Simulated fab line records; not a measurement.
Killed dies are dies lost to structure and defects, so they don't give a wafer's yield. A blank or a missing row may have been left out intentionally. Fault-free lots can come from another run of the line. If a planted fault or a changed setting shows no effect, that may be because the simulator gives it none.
What tool caused it? | flow nand-harc | 13 lots with 39 wafers sampled at 5 steps, on a route of 1159 steps

WHAT EACH GAUGE READ, for each wafer
NHARC_P_CONTACT_INSPECT_27. Usual: raw-defect-count reads 286 (standard deviation 110).
lot  | measured     | on                | raw-defect-count | flag
L432 | day 5 20:50  | defect-inspect-02 | 449 350 227      |
L434 | day 6 10:26  | defect-inspect-01 | 264 120 168      |
L435 | day 6 10:59  | defect-inspect-01 | 227 228 153      |
L437 | day 7 03:22  | defect-inspect-02 | 451 418 298      |
L438 | day 7 06:46  | defect-inspect-01 | 205 149 217      |
L442 | day 7 21:20  | defect-inspect-01 | 389 435 454      |
L445 | day 9 00:18  | defect-inspect-02 | 508 305 305      |
L444 | day 9 01:13  | defect-inspect-02 | 228 308 199      |
L446 | day 9 19:25  | defect-inspect-01 | 341 208 140      |
L447 | day 9 23:03  | defect-inspect-01 | 184 125 112      |
L449 | day 10 00:43 | defect-inspect-01 | 365 323 182      |
L454 | day 11 04:50 | defect-inspect-02 | 273 414 322      |
L455 | day 11 05:35 | defect-inspect-02 | 237 338 371      |

NHARC_END_SORT_01. Usual: killed-at-array 25, standard deviation 10; killed-at-other 0.6, standard deviation 0.91; killed-at-periphery 3.6, standard deviation 2.9; killed-dies 29, standard deviation 10; killed-open 3.3, standard deviation 2; killed-short 1.9, standard deviation 1.5.
lot  | measured     | on        | killed-at-array | killed-at-other | killed-at-periphery | killed-dies | killed-open | killed-short | flag
L432 | day 19 12:34 | prober-02 | 14 13 23        | 0 0 0           | 4 2 2               | 18 15 25    | 5 1 4       | 2 2 0        |
L434 | day 20 12:48 | prober-02 | 20 20 12        | 0 0 0           | 4 4 5               | 24 24 17    | 1 3 2       | 1 2 0        |
L435 | day 20 05:18 | prober-01 | 8 10 11         | 1 2 0           | 2 3 1               | 11 15 12    | 2 3 4       | 2 3 1        |
L437 | day 21 04:41 | prober-01 | 21 17 17        | 1 0 1           | 4 5 9               | 26 22 27    | 3 5 2       | 1 1 0        |
L442 | day 21 19:29 | prober-01 | 26 23 17        | 1 4 2           | 4 8 4               | 31 35 23    | 4 4 1       | 2 1 1        |
L446 | day 23 05:12 | prober-02 | 55 49           | 0 0             | 3 0                 | 58 49       | 7 2         | 0 1          |
L447 | day 23 12:23 | prober-02 | 20 32 23        | 2 2 3           | 2 0 1               | 24 34 27    | 4 1 2       | 1 1 3        |

WHICH TOOL RAN EACH LOT (tool, then ch and the chambers of the sampled wafers, then the start)
lot  | NHARC_P_CONTACT_CMP_01        | NHARC_P_CONTACT_ETCH_35            | NHARC_P_CONTACT_ALD_22
L432 | cmp-03 ch 0,1,3, day 5 12:26  | rie-diel-08 ch 0,3, day 5 13:31    | ald-metal-02 ch 0,1,2, day 5 15:38
L434 | cmp-03 ch 0,3, day 6 03:20    | rie-diel-05 ch 0,2, day 6 04:24    | ald-metal-02 ch 0,2, day 6 06:12
L435 | cmp-02 ch 0,2, day 6 03:45    | rie-diel-02 ch 2,3, day 6 04:54    | ald-metal-01 ch 0,2, day 6 06:38
L437 | cmp-02 ch 1,2,3, day 6 21:02  | rie-diel-02 ch 0,2, day 6 22:07    | ald-metal-02 ch 0,1,3, day 6 23:54
L438 | cmp-02 ch 0,1, day 7 00:31    | rie-diel-08 ch 2,3, day 7 01:37    | ald-metal-02 ch 0,2, day 7 03:22
L442 | cmp-04 ch 0,1,3, day 7 17:10  | rie-diel-05 ch 2,3, day 7 18:08    | ald-metal-01 ch 0,3, day 7 20:05
L445 | cmp-04 ch 1,3, day 8 19:50    | rie-diel-02 ch 1,2,3, day 8 20:58  | ald-metal-03 ch 0,2,3, day 8 22:45
L444 | cmp-04 ch 0,2,3, day 8 21:10  | rie-diel-02 ch 0,2,3, day 8 22:13  | ald-metal-03 ch 0,2, day 8 23:58
L446 | cmp-04 ch 0,1,3, day 9 03:33  | rie-diel-02 ch 1,2,3, day 9 04:31  | ald-metal-03 ch 0,1,2, day 9 06:17
L447 | cmp-03 ch 0,1,3, day 9 09:55  | rie-diel-02 ch 1,3, day 9 11:01    | ald-metal-03 ch 0,1,2, day 9 12:46
L449 | cmp-02 ch 0,1,3, day 9 20:38  | rie-diel-08 ch 1,2,3, day 9 21:42  | ald-metal-03 ch 0,1,2, day 9 23:29
L454 | cmp-03 ch 2,3, day 11 00:09   | rie-diel-02 ch 1,2,3, day 11 01:08 | ald-metal-01 ch 0,1,3, day 11 02:55
L455 | cmp-03 ch 0,1,2, day 11 01:17 | rie-diel-08 ch 1,2, day 11 02:24   | ald-metal-02 ch 0,1,2, day 11 04:20
- NHARC_P_CONTACT_CMP_01: polishes SiO2, target thk 200 nm.
- NHARC_P_CONTACT_ETCH_35: etches the open film in CF4, target depth 39 nm, time 65 s.
- NHARC_P_CONTACT_ALD_22: deposits TiN, target thk 3 nm, pulse time 1 s, ald cycles 150.

WHAT THE TOOLS THEMSELVES READ (means of the sampled wafers that have a number; where no wafer has one, the mark that the record gives instead)
NHARC_P_CONTACT_CMP_01. Usual: motor-current-A reads 11.3 A (standard deviation 1).
lot  | tool   | motor-current-A (A) | flag
L432 | cmp-03 | 10.3                |
L434 | cmp-03 | 9.7                 |
L435 | cmp-02 | 11.7                |
L437 | cmp-02 | 12.0                |
L438 | cmp-02 | 11.0                |
L442 | cmp-04 | 11.2                |
L445 | cmp-04 | 11.1                |
L444 | cmp-04 | 10.8                |
L446 | cmp-04 | 11.1                |
L447 | cmp-03 | 10.6                |
L449 | cmp-02 | 12.0                |
L454 | cmp-03 | 10.3                |
L455 | cmp-03 | 11.2                |

NHARC_P_CONTACT_ETCH_35. Usual: drypump-motor-current-A 5.8 A, standard deviation 0.6; oes-product-au 0.999 a.u., standard deviation 0.011; rf-fwd-power-W 297.2 W, standard deviation 1.2; rf-vpp-V 151.5 V, standard deviation 1.2; showerhead-plenum-p-Torr 1.78 Torr, standard deviation 0.067; throttle-valve-pct 13.284 %, standard deviation 0.0098.
lot  | tool        | drypump-motor-current-A (A) | oes-product-au (a.u.) | rf-fwd-power-W (W) | rf-vpp-V (V) | showerhead-plenum-p-Torr (Torr) | throttle-valve-pct (%) | flag
L432 | rie-diel-08 | 6.0                         | 1.009                 | 296.3              | 152.2        | 1.84                            | 13.292                 |
L434 | rie-diel-05 | 5.7                         | 0.993                 | 297.6              | 150.5        | 1.73                            | 13.285                 |
L435 | rie-diel-02 | 6.3                         | 1.001                 | 297.0              | 152.8        | 1.85                            | 13.288                 |
L437 | rie-diel-02 | 5.8                         | 1.008                 | 296.7              | 152.6        | 1.81                            | 13.286                 |
L438 | rie-diel-08 | 6.3                         | 0.994                 | 298.3              | 151.1        | 1.81                            | 13.276                 |
L442 | rie-diel-05 | 6.4                         | 1.000                 | 297.9              | 150.4        | 1.67                            | 13.287                 |
L445 | rie-diel-02 | 6.0                         | 0.999                 | 297.2              | 151.5        | 1.84                            | 13.286                 |
L444 | rie-diel-02 | 5.9                         | 1.004                 | 296.6              | 151.7        | 1.79                            | 13.285                 |
L446 | rie-diel-02 | 6.0                         | 1.000                 | 297.3              | 152.1        | 1.84                            | 13.289                 |
L447 | rie-diel-02 | 6.1                         | 1.000                 | 296.7              | 151.2        | 1.82                            | 13.282                 |
L449 | rie-diel-08 | 5.9                         | 0.995                 | 297.5              | 151.5        | 1.77                            | 13.285                 |
L454 | rie-diel-02 | 6.0                         | 1.001                 | 298.9              | 151.7        | 1.84                            | 13.285                 |
L455 | rie-diel-08 | 5.9                         | 0.983                 | 298.9              | 151.2        | 1.73                            | 13.283                 |

NHARC_P_CONTACT_ALD_22. Usual: heater-power-w 1077 W, standard deviation 120; precursor-pulse-height-rel 1.001, standard deviation 0.021.
lot  | tool         | heater-power-w (W) | precursor-pulse-height-rel | flag
L432 | ald-metal-02 | 1010               | 1.009                      |
L434 | ald-metal-02 | 944                | 0.995                      |
L435 | ald-metal-01 | 1040               | 0.998                      |
L437 | ald-metal-02 | 1028               | 0.983                      |
L438 | ald-metal-02 | 999                | 0.996                      |
L442 | ald-metal-01 | 1147               | 1.004                      |
L445 | ald-metal-03 | 1028               | 0.992                      |
L444 | ald-metal-03 | 945                | 0.989                      |
L446 | ald-metal-03 | 1031               | 1.003                      |
L447 | ald-metal-03 | 1019               | 0.991                      |
L449 | ald-metal-03 | 1025               | 1.013                      |
L454 | ald-metal-01 | 1205               | 1.017                      |
L455 | ald-metal-02 | 1038               | 0.999                      |

THE ANSWER, worked out from the rows above alone
Rule: a lot is off if the mean of its wafers that have a number lies more than 3 standard deviations from the usual mean. A lot without any number at a reading at which 4 lots or more have one is off too. The other lots that the step has rows for count as sound. First the gauges in route order, then the tools' own readings, where a lot's mean is used as printed above. The first step at which some lot is off is used, and at that step the reading that is off furthest; a lot without a number counts as furthest.
None of the lots is off at any reading shown; this tells nothing.

WHAT THE SIMULATOR HAD INSERTED
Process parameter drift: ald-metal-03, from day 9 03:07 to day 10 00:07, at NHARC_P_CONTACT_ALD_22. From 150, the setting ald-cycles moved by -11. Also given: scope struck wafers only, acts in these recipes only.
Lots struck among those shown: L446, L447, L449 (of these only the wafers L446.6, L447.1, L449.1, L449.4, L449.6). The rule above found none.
